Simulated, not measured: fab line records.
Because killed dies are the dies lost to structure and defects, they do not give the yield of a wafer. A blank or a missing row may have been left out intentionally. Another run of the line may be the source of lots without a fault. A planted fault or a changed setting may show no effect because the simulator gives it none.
fab line records | flow n5Finfet | part 1 of 2: steps 1 to 21 of 27
[record] lots = 5 wafers = 15 lastDay = 18
route steps=1938 shown BEOL_M10@1482
lots that met no fault: taken from a fault-free run of the same line
startH: hours from the record's opening day to when the first of the lot's shown wafers began | waitH: hours elapsed since this lot's preceding step | " the same as in the row above | L1.1+2: a row that stands for several wafers | - no value present, or no start provided | * or withheld: withheld | < > ~ a bound
route shown NAME@n: names a module that has steps shown in the file, with the first one's number in the route | usual: the fault-free wafers' mean and standard deviation | same: alike in all rows | chamber/n: place in a boat | sites: the reading at each site | _std_site: the values' standard deviation | _edge_site: outer sites' mean less inner sites' | radiusMm: how far each site lies from the wafer's centre | mask NAME#n: copy n | behind: the most recent tool/chamber to have shaped the wafer | hold: what put the lot on hold/how long, in hours/how the hold closed | device: names the non-switching transistor (n, p or np) | end of line: the tests these same wafers got at the end of their route | a step without rows: its recipe alone | killed: dies lost to structure and defects at the first sort, not the wafer's yield | map: a wafer's dies, marking killed ones x, the rest . and places with no die _
set.NAME: setting as actually run; set.NAME@STEP: the setting as run at that earlier step | model.NAME: the simulator's own value behind a step, which no gauge read
lots at selected steps of the route; one table per step, one row per wafer
services: the hour from which a tool's chamber was out of use, counted from the record's first day as startH (under 0 if before that day), plus the number of hours and why
[[steps]]
[step N5_BEOL_M10_DEVELOP_10]
[recipe] developTimeS = 30 developer = TMAH resist = CAR-ArF rinseLiquid = diw dry = airSpin devTempC = 23
// columns lot.wafer tool chamber startH waitH
L074.1+5+6 lithoTrack-01 0 - -
L082.1+3+6 lithoTrack-01 0 - -
L083.1+2+6 lithoTrack-01 0 - -
L086.1+4+5 lithoTrack-05 0 - -
L095.1+3+5 lithoTrack-05 0 - -
[step N5_BEOL_M10_CD_MEAS_11]
[recipe] targetCdNm = 64.1 landingEnergyEv = 500 detector = seInlens polarity = opening
[usual] cdNm = 64.1/0.47
// columns lot.wafer tool chamber startH waitH cdNm
L074.1 cdSem-02 0 212.37 - 63.6
L074.5 " 0 " " 63.4
L074.6 " 0 " " 63.6
L082.1 cdSem-03 0 262.01 - 64.2
L082.3 " 0 " " 64.3
L082.6 " 0 " " 64.4
L083.1 cdSem-01 0 273.89 - 63.9
L083.2 " 0 " " 63.8
L083.6 " 0 " " 64.0
L086.1 cdSem-01 0 286.53 - 65.0
L086.4 " 0 " " 65.0
L086.5 " 0 " " 64.9
L095.1 cdSem-03 0 361.93 - 64.0
L095.3 " 0 " " 64.4
L095.5 " 0 " " 64.3
[step N5_BEOL_M10_OVL_MEAS_12]
[recipe] pointsPerWafer = 44
[usual] M10_OVL = 0.3/0.93
// columns lot.wafer tool chamber startH waitH M10_OVL[nm]
L074.1 overlay-02 0 212.40 0.0 0.2
L074.5 " 0 " " -0.5
L074.6 " 0 " " 1.3
L082.1 overlay-02 0 262.05 0.0 0.5
L082.3 " 0 " " -1.4
L082.6 " 0 " " 0.8
L083.1 overlay-01 0 273.92 0.0 -0.1
L083.2 " 0 " " 0.5
L083.6 " 0 " " 0.6
L086.1 overlay-02 0 286.56 0.0 0.3
L086.4 " 0 " " 1.9
L086.5 " 0 " " 0.4
L095.1 overlay-02 0 361.96 0.0 -0.9
L095.3 " 0 " " -0.6
L095.5 " 0 " " -0.4
[step N5_BEOL_M10_INSPECT_13]
[recipe] mode = adi inspectInstrument = brightfield
[usual] rawDefectCount = 394/90
// columns lot.wafer tool chamber startH waitH rawDefectCount
L074.1 defectInspect-01 - 212.42 0.0 329
L074.5 " - " " 371
L074.6 " - " " 371
L082.1 defectInspect-02 - 262.07 0.0 332
L082.3 " - " " 293
L082.6 " - " " 503
L083.1 defectInspect-02 - 273.95 0.0 414
L083.2 " - " " 414
L083.6 " - " " 435
L086.1 defectInspect-02 - 286.59 0.0 381
L086.4 " - " " 367
L086.5 " - " " 364
L095.1 defectInspect-02 - 361.99 0.0 480
L095.3 " - " " 386
L095.5 " - " " 390
[step N5_BEOL_M10_DESCUM_16]
[recipe] chemistry = O2 timeS = 7.9 sourcePowerW = 50 biasPowerW = 20 pressureMtorr = 20 rfFrequencyHz = 2.712e+07 tempC = 40 resist = CAR-ArF o2FlowSccm = 225
[usual] drypumpMotorCurrentA = 5.6/0.34 o2FlowSccm = 224.9/0.7 oesProductAu = 0.81/0.065 rfVppV = 243.4/1.2 showerheadPlenumPTorr = 2.11/0.065 tempC = 39.98/0.13 throttleValvePct = 20.3/0.32
// columns lot.wafer tool chamber startH waitH drypumpMotorCurrentA o2FlowSccm oesProductAu rfHoursCounterH rfVppV showerheadPlenumPTorr tempC throttleValvePct
L074.1 rieDiel-04 2 212.82 0.4 5.7 225.3 0.84 59 243.3 2.12 39.90 19.9
L074.5 " 3 " " 5.5 225.1 0.88 - 244.1 2.12 40.22 19.9
L074.6 " 2 " " 5.7 224.7 0.84 - 243.4 2.12 39.83 19.9
L082.1 rieDiel-03 2 262.11 0.0 5.7 224.9 0.84 60 245.7 2.21 40.01 20.0
L082.3 " 0 " " 5.1 223.4 0.81 74 241.9 2.04 40.02 20.5
L082.6 " 1 " " 5.6 224.6 0.92 - 242.2 2.06 40.03 20.2
L083.1 rieDiel-03 1 274.03 0.1 5.5 224.7 0.91 16 241.7 2.06 40.04 20.2
L083.2 " 0 " " 5.0 224.1 0.82 78 242.3 2.04 39.98 20.5
L083.6 " 2 " " 5.7 224.5 0.84 - 245.8 2.21 39.91 20.0
L086.1 rieDiel-04 1 286.62 0.0 5.8 225.6 0.87 40 242.4 2.13 39.85 20.3
L086.4 " 3 " " 5.5 225.7 0.84 72 244.2 2.11 39.79 19.9
L086.5 " 0 " " 5.4 224.5 0.77 - 243.4 2.21 40.09 20.8
L095.1 rieDiel-04 3 362.02 0.0 5.5 225.1 0.81 97 243.9 2.11 39.81 20.0
L095.3 " 2 " " 5.7 225.3 0.79 110 242.7 2.10 40.00 20.0
L095.5 " 3 " " 5.5 224.7 0.81 - 242.8 2.11 39.85 20.0
[step N5_BEOL_M10_ETCH_61]
[recipe] chemistry = CF4 target = SiARC targetDepthA = 390 maskMaterial = CAR-ArF timeS = 65 ionEnergyEv = 80 pressureMtorr = 40 sourceW = 545 biasW = 36 Ar_flow_sccm = 100 cf4FlowSccm = 100 ends = cleared
[usual] cf4FlowSccm = 100.01/0.3 drypumpMotorCurrentA = 5.6/0.34 etchRfOnTimeS = 64.8/0.91 mfcArSccm = 100.00/0.29 oesProductAu = 0.70/0.056 rfVppV = 184.1/1.1 showerheadPlenumPTorr = 2.16/0.061 throttleValvePct = 15.53/0.29
// columns lot.wafer tool chamber startH waitH cf4FlowSccm drypumpMotorCurrentA etchRfOnTimeS mfcArSccm oesProductAu rfHoursCounterH rfVppV showerheadPlenumPTorr throttleValvePct
L074.1 rieDiel-04 2 212.86 0.0 99.76 5.7 64.7 100.19 0.72 59 184.6 2.17 15.14
L074.5 " 3 " " 99.89 5.5 63.3 100.18 0.75 - 183.4 2.18 15.14
L074.6 " 2 " " 99.62 5.6 64.0 99.39 0.72 - 183.1 2.17 15.14
L082.1 rieDiel-03 2 262.14 0.0 99.43 5.7 65.3 99.87 0.72 60 184.1 2.27 15.29
L082.3 " 0 " " 99.93 5.1 65.5 99.56 0.71 74 183.8 2.09 15.66
L082.6 " 1 " " 100.22 5.6 65.4 100.33 0.78 - 183.4 2.11 15.26
L083.1 rieDiel-03 1 274.06 0.0 100.16 5.5 66.1 99.25 0.77 16 183.3 2.10 15.27
L083.2 " 0 " " 100.00 5.1 66.0 100.15 0.70 78 183.2 2.08 15.67
L083.6 " 2 " " 100.14 5.7 66.5 100.02 0.70 - 185.3 2.27 15.30
L086.1 rieDiel-04 1 286.66 0.0 100.25 5.8 64.3 100.13 0.75 40 185.2 2.18 15.43
L086.4 " 3 " " 99.97 5.5 63.8 99.95 0.72 72 184.9 2.17 15.19
L086.5 " 0 " " 100.16 5.4 64.6 100.04 0.66 - 185.9 2.24 15.85
L095.1 rieDiel-04 3 362.05 0.0 100.10 5.5 62.2 99.41 0.71 97 183.0 2.16 15.23
L095.3 " 2 " " 99.80 5.7 64.1 99.89 0.68 110 184.9 2.15 15.22
L095.5 " 3 " " 100.30 5.5 62.8 99.86 0.70 - 182.8 2.16 15.22
[step N5_BEOL_M10_ETCH_62]
[recipe] chemistry = N2/H2 target = SOC targetDepthA = 1100 overetchA = 220 maskMaterial = SiARC tempC = 40 timeS = 165 ionEnergyEv = 200 pressureMtorr = 30 sourceW = 840 biasW = 150 n2FlowSccm = 200 h2FlowSccm = 200
[usual] drypumpMotorCurrentA = 5.6/0.34 n2FlowSccm = 200.0/0.59 oesProductAu = 0.69/0.053 rfVppV = 524.4/2.3 showerheadPlenumPTorr = 2.56/0.079 tempC = 40.00/0.11 throttleValvePct = 17.8/0.33
// columns lot.wafer tool chamber startH waitH drypumpMotorCurrentA n2FlowSccm oesProductAu rfHoursCounterH rfVppV showerheadPlenumPTorr tempC throttleValvePct
L074.1 rieDiel-04 2 212.91 0.0 5.7 202.1 0.71 59 524.4 2.59 40.10 17.4
L074.5 " 3 " " 5.5 199.3 0.74 - 524.3 2.58 39.93 17.3
L074.6 " 2 " " 5.7 201.2 0.71 - 524.1 2.59 40.02 17.4
L082.1 rieDiel-03 2 262.19 0.0 5.7 200.6 0.71 60 527.5 2.69 40.13 17.5
L082.3 " 0 " " 5.0 199.3 0.70 74 521.7 2.47 40.14 17.8
L082.6 " 1 " " 5.6 199.6 0.78 - 521.9 2.49 39.88 17.5
L083.1 rieDiel-03 1 274.11 0.0 5.6 199.8 0.77 16 522.8 2.49 39.85 17.5
L083.2 " 0 " " 5.0 200.0 0.70 78 521.8 2.47 39.94 17.9
L083.6 " 2 " " 5.7 200.5 0.71 - 529.0 2.69 39.89 17.5
L086.1 rieDiel-04 1 286.71 0.0 5.7 200.7 0.74 40 524.9 2.59 39.99 17.7
L086.4 " 3 " " 5.5 199.7 0.70 72 525.9 2.57 39.92 17.3
L086.5 " 0 " " 5.4 199.0 0.66 - 527.5 2.68 39.99 18.2
L095.1 rieDiel-04 3 362.10 0.0 5.5 199.6 0.69 97 524.6 2.56 40.20 17.4
L095.3 " 2 " " 5.7 200.2 0.66 110 524.0 2.57 39.85 17.5
L095.5 " 3 " " 5.5 199.3 0.69 - 524.5 2.56 40.05 17.4
[step N5_BEOL_M10_STRIP_68]
[recipe] chemistry = N2/H2 tempC = 40 n2FlowSccm = 200 h2FlowSccm = 200 rfFrequencyHz = 6e+07
// columns lot.wafer tool chamber startH waitH
L074.1+5+6 rieDiel-04 2,3,2 213.04 0.1
L082.1+3+6 rieDiel-03 2,0,1 262.33 0.1
L083.1+2+6 rieDiel-03 1,0,2 274.25 0.1
L086.1+4+5 rieDiel-04 1,3,0 286.84 0.1
L095.1+3+5 rieDiel-04 3,2,3 362.24 0.1
[step N5_BEOL_M10_STRIP_67]
[recipe] chemistry = CF4 resist = SiARC powerW = 300 biasPowerW = 75 pressureMtorr = 50 cf4FlowSccm = 150 rfFrequencyHz = 6e+07
[usual] cf4FlowSccm = 150.0/0.44 drypumpMotorCurrentA = 5.5/0.35 oesProductAu = 0.81/0.062 rfVppV = 271.3/1.4 showerheadPlenumPTorr = 1.81/0.051 throttleValvePct = 13.49/0.28
// columns lot.wafer tool chamber startH waitH cf4FlowSccm drypumpMotorCurrentA oesProductAu rfHoursCounterH rfVppV showerheadPlenumPTorr throttleValvePct
L074.1 rieDiel-04 2 213.05 0.0 149.5 5.7 0.84 59 271.6 1.82 13.10
L074.5 " 3 " " 150.1 5.5 0.86 - 272.8 1.82 13.11
L074.6 " 2 " " 149.8 5.6 0.84 - 271.9 1.82 13.09
L082.1 rieDiel-03 2 262.34 0.0 149.7 5.6 0.84 60 272.9 1.90 13.25
L082.3 " 0 " " 150.2 5.0 0.83 74 269.2 1.75 13.59
L082.6 " 1 " " 150.3 5.6 0.92 - 269.7 1.76 13.19
L083.1 rieDiel-03 1 274.26 0.0 150.1 5.5 0.91 16 270.6 1.76 13.19
L083.2 " 0 " " 149.4 5.0 0.82 78 271.9 1.75 13.61
L083.6 " 2 " " 149.9 5.7 0.83 - 274.5 1.90 13.27
L086.1 rieDiel-04 1 286.85 0.0 150.6 5.8 0.87 40 272.0 1.83 13.38
L086.4 " 3 " " 149.8 5.5 0.84 72 271.8 1.82 13.17
L086.5 " 0 " " 150.2 5.4 0.78 - 273.4 1.87 13.79
L095.1 rieDiel-04 3 362.25 0.0 151.1 5.5 0.81 97 271.3 1.81 13.21
L095.3 " 2 " " 149.3 5.7 0.78 110 271.0 1.80 13.21
L095.5 " 3 " " 151.0 5.5 0.81 - 269.3 1.81 13.22
[step N5_BEOL_M10_HM_OPEN_17]
[recipe] chemistry = Cl2/BCl3 targetDepthA = 200 overetchA = 60 target = TiN maskMaterial = SOC ionEnergyEv = 150 pressureMtorr = 10 icpW = 1000 biasW = 126 Cl2_flow_sccm = 53.25 bcl3FlowSccm = 21.75 Ar_flow_sccm = 25
[usual] drypumpMotorCurrentA = 5.7/0.55 mfcArSccm = 25.01/0.078 oesProductAu = 0.69/0.083 throttleValvePct = 21.96/0.19
// columns lot.wafer tool chamber startH waitH drypumpMotorCurrentA mfcArSccm oesProductAu rfHoursCounterH throttleValvePct
L074.1 rieMetal-03 1 213.09 0.0 6.2 25.03 0.84 2 22.18
L074.5 " 0 " " 5.5 25.02 0.52 - 22.06
L074.6 " 1 " " 6.1 24.96 0.84 - 22.17
L082.1 rieMetal-02 1 262.38 0.0 6.0 24.96 0.75 10 21.97
L082.3 " 1 " " 6.0 24.96 0.75 - 21.97
L082.6 " 1 " " 6.0 25.00 0.75 - 21.97
L083.1 rieMetal-01 0 274.30 0.0 6.5 24.88 0.54 107 22.11
L083.2 " 1 " " 5.2 25.02 0.67 43 21.81
L083.6 " 1 " " 5.2 25.03 0.67 - 21.79
L086.1 rieMetal-03 1 286.89 0.0 6.1 24.99 0.76 12 22.19
L086.4 " 1 " " 6.1 24.89 0.76 - 22.20
L086.5 " 1 " " 6.1 24.92 0.76 - 22.22
L095.1 rieMetal-01 1 362.29 0.0 5.2 25.09 0.64 51 21.85
L095.3 " 1 " " 5.2 24.95 0.64 - 21.84
L095.5 " 1 " " 5.2 25.03 0.64 - 21.86
[step N5_BEOL_M10_STRIP_19]
[recipe] chemistry = O2 powerW = 400 tempC = 40 pressureMtorr = 30 rfFrequencyHz = 6e+07 biasPowerW = 0 overashFraction = 0.2 o2FlowSccm = 225
[usual] drypumpMotorCurrentA = 5.5/0.4 o2FlowSccm = 225.0/0.68 oesProductAu = 0.80/0.071 rfVppV = 3.6/0.63 showerheadPlenumPTorr = 2.10/0.071 tempC = 40.00/0.11 throttleValvePct = 16.67/0.29
// columns lot.wafer tool chamber startH waitH drypumpMotorCurrentA o2FlowSccm oesProductAu rfHoursCounterH rfVppV showerheadPlenumPTorr tempC throttleValvePct
L074.1 rieDiel-04 0 213.20 0.1 5.4 225.3 0.81 75 3.5 2.22 39.98 16.97
L074.5 " 0 " " 5.4 225.8 0.80 - 3.8 2.23 39.79 16.95
L074.6 " 3 " " 5.5 226.0 0.86 - 3.9 2.13 39.95 16.17
L082.1 rieDiel-04 2 262.58 0.2 5.7 226.2 0.81 77 4.1 2.12 39.97 16.20
L082.3 " 3 " " 5.5 224.3 0.85 65 4.0 2.12 40.01 16.20
L082.6 " 0 " " 5.4 225.0 0.79 - 3.1 2.22 39.96 17.01
L083.1 rieDiel-06 1 274.41 0.1 5.3 225.0 0.73 168 3.7 2.00 39.90 17.03
L083.2 " 2 " " 5.0 225.5 0.79 122 4.7 2.01 40.10 16.80
L083.6 " 0 " " 5.5 225.2 0.70 - 3.9 2.07 40.05 16.62
L086.1 rieDiel-03 1 287.09 0.2 5.5 224.5 0.89 22 3.2 2.07 39.99 16.42
L086.4 " 0 " " 5.0 224.3 0.80 - 4.2 2.04 40.19 16.78
L086.5 " 1 " " 5.6 224.6 0.89 - 2.7 2.07 39.98 16.41
L095.1 rieDiel-04 3 362.40 0.1 5.5 225.6 0.82 98 3.3 2.11 39.71 16.27
L095.3 " 0 " " 5.4 224.9 0.75 126 5.5 2.21 40.10 17.06
L095.5 " 1 " " 5.7 225.0 0.84 - 4.1 2.13 40.15 16.56
[step N5_BEOL_M10_CD_MEAS_18]
[recipe] pitchNm = 140 targetCdNm = 70
[usual] cdNm = 70.1/0.51
// columns lot.wafer tool chamber startH waitH cdNm
L074.1 cdSem-02 - 213.27 0.0 69.8
L074.5 " - " " 69.6
L074.6 " - " " 69.5
L082.1 cdSem-01 - 262.65 0.0 70.5
L082.3 " - " " 70.6
L082.6 " - " " 70.4
L083.1 cdSem-01 - 274.48 0.0 70.0
L083.2 " - " " 69.7
L083.6 " - " " 69.9
L086.1 cdSem-01 - 287.16 0.0 71.5
L086.4 " - " " 70.8
L086.5 " - " " 70.2
L095.1 cdSem-02 - 362.47 0.0 70.0
L095.3 " - " " 69.9
L095.5 " - " " 70.7
[step N5_BEOL_M10_COAT_63]
[recipe] resist = SOC tempC = 250 timeS = 60 spinRpm = 1500 resistThkNm = 100
[usual] dispensePressureKPa = 50.8/2.1
// columns lot.wafer tool chamber startH waitH dispensePressureKPa
L074.1 lithoTrack-04 0 213.94 0.7 51.4
L074.5 " 0 " " 51.4
L074.6 " 0 " " 51.4
L082.1 lithoTrack-04 0 262.74 0.1 51.4
L082.3 " 0 " " 51.4
L082.6 " 0 " " 51.4
L083.1 lithoTrack-01 0 274.88 0.4 53.0
L083.2 " 0 " " 53.0
L083.6 " 0 " " 53.0
L086.1 lithoTrack-01 0 287.25 0.1 53.0
L086.4 " 0 " " 53.0
L086.5 " 0 " " 53.0
L095.1 lithoTrack-05 0 362.67 0.2 47.8
L095.3 " 0 " " 47.8
L095.5 " 0 " " 47.7
[step N5_BEOL_M10_COAT_64]
[recipe] resist = SiARC tempC = 220 timeS = 60 spinRpm = 1500 resistThkNm = 30
[usual] dispensePressureKPa = 50.8/2.1
// columns lot.wafer tool chamber startH waitH dispensePressureKPa
L074.1 lithoTrack-04 0 - - 51.4
L074.5 " 0 " " 51.4
L074.6 " 0 " " 51.4
L082.1 lithoTrack-04 0 - - 51.4
L082.3 " 0 " " 51.4
L082.6 " 0 " " 51.4
L083.1 lithoTrack-01 0 - - 53.0
L083.2 " 0 " " 53.0
L083.6 " 0 " " 53.0
L086.1 lithoTrack-01 0 - - 53.0
L086.4 " 0 " " 53.0
L086.5 " 0 " " 53.0
L095.1 lithoTrack-05 0 - - 47.8
L095.3 " 0 " " 47.8
L095.5 " 0 " " 47.8
[step N5_BEOL_M10_COAT_22]
[recipe] resist = CAR-ArF spinRpm = 1500 resistThkNm = 90
[usual] dispensePressureKPa = 50.8/2.1
// columns lot.wafer tool chamber startH waitH dispensePressureKPa
L074.1 lithoTrack-04 0 - - 51.4
L074.5 " 0 " " 51.4
L074.6 " 0 " " 51.4
L082.1 lithoTrack-04 0 - - 51.4
L082.3 " 0 " " 51.4
L082.6 " 0 " " 51.4
L083.1 lithoTrack-01 0 - - 53.0
L083.2 " 0 " " 53.0
L083.6 " 0 " " 53.0
L086.1 lithoTrack-01 0 - - 53.0
L086.4 " 0 " " 53.0
L086.5 " 0 " " 53.0
L095.1 lithoTrack-05 0 - - 47.8
L095.3 " 0 " " 47.8
L095.5 " 0 " " 47.8
[step N5_BEOL_M10_EBR_24]
[recipe] solvent = PGMEA ebrWidthMm = 1.5
// columns lot.wafer tool chamber startH waitH
L074.1+5+6 lithoTrack-04 0 - -
L082.1+3+6 lithoTrack-04 0 - -
L083.1+2+6 lithoTrack-01 0 - -
L086.1+4+5 lithoTrack-01 0 - -
L095.1+3+5 lithoTrack-05 0 - -
[step N5_BEOL_M10_SOFTBAKE_23]
[recipe] tempC = 110 timeS = 60 resist = CAR-ArF
// columns lot.wafer tool chamber startH waitH
L074.1+5+6 lithoTrack-04 0 - -
L082.1+3+6 lithoTrack-04 0 - -
L083.1+2+6 lithoTrack-01 0 - -
L086.1+4+5 lithoTrack-01 0 - -
L095.1+3+5 lithoTrack-05 0 - -
[step N5_BEOL_M10_EXPOSE_25]
[recipe] maskId = V9 na = 1.35 sourceShape = annular sigmaInner = 0.5 sigmaOuter = 0.8 polarization = unpolarized doseMj = 85.5
// columns lot.wafer tool chamber startH waitH mask
L074.1+5+6 arfiScanner-02 0 214.35 - V9#0
L082.1+3+6 arfiScanner-03 0 262.98 - V9#0
L083.1+2+6 arfiScanner-02 0 275.00 - V9#0
L086.1+4+5 arfiScanner-02 0 287.36 - V9#0
L095.1+3+5 arfiScanner-02 0 363.12 - V9#0
[step N5_BEOL_M10_PEB_26]
[recipe] pebTempC = withheld pebTimeS = 60 resist = CAR-ArF
[same] pebTimeS = 60
// columns lot.wafer tool chamber startH waitH
L074.1+5+6 lithoTrack-01 0 214.41 0.1
L082.1+3+6 lithoTrack-01 0 263.05 0.1
L083.1+2+6 lithoTrack-05 0 275.06 0.1
L086.1+4+5 lithoTrack-04 0 287.43 0.1
L095.1+3+5 lithoTrack-04 0 363.19 0.1
[step N5_BEOL_M10_DEVELOP_27]
[recipe] developTimeS = 30 developer = TMAH resist = CAR-ArF rinseLiquid = diw dry = airSpin devTempC = 23
// columns lot.wafer tool chamber startH waitH
L074.1+5+6 lithoTrack-01 0 - -
L082.1+3+6 lithoTrack-01 0 - -
L083.1+2+6 lithoTrack-05 0 - -
L086.1+4+5 lithoTrack-04 0 - -
L095.1+3+5 lithoTrack-04 0 - -
[step N5_BEOL_M10_CD_MEAS_28]
[recipe] targetCdNm = 70 landingEnergyEv = 500 detector = seInlens polarity = opening
[usual] cdNm = 69.7/0.71
// columns lot.wafer tool chamber startH waitH cdNm
L074.1 cdSem-01 0 214.48 - 70.4
L074.5 " 0 " " 68.5
L074.6 " 0 " " 70.3
L082.1 cdSem-01 0 263.11 - 69.3
L082.3 " 0 " " 68.4
L082.6 " 0 " " 70.0
L083.1 cdSem-03 0 275.13 - 69.7
L083.2 " 0 " " 69.5
L083.6 " 0 " " 69.1
L086.1 cdSem-01 0 287.49 - 69.5
L086.4 " 0 " " 70.6
L086.5 " 0 " " 69.3
L095.1 cdSem-01 0 363.25 - 70.4
L095.3 " 0 " " 70.6
L095.5 " 0 " " 70.4
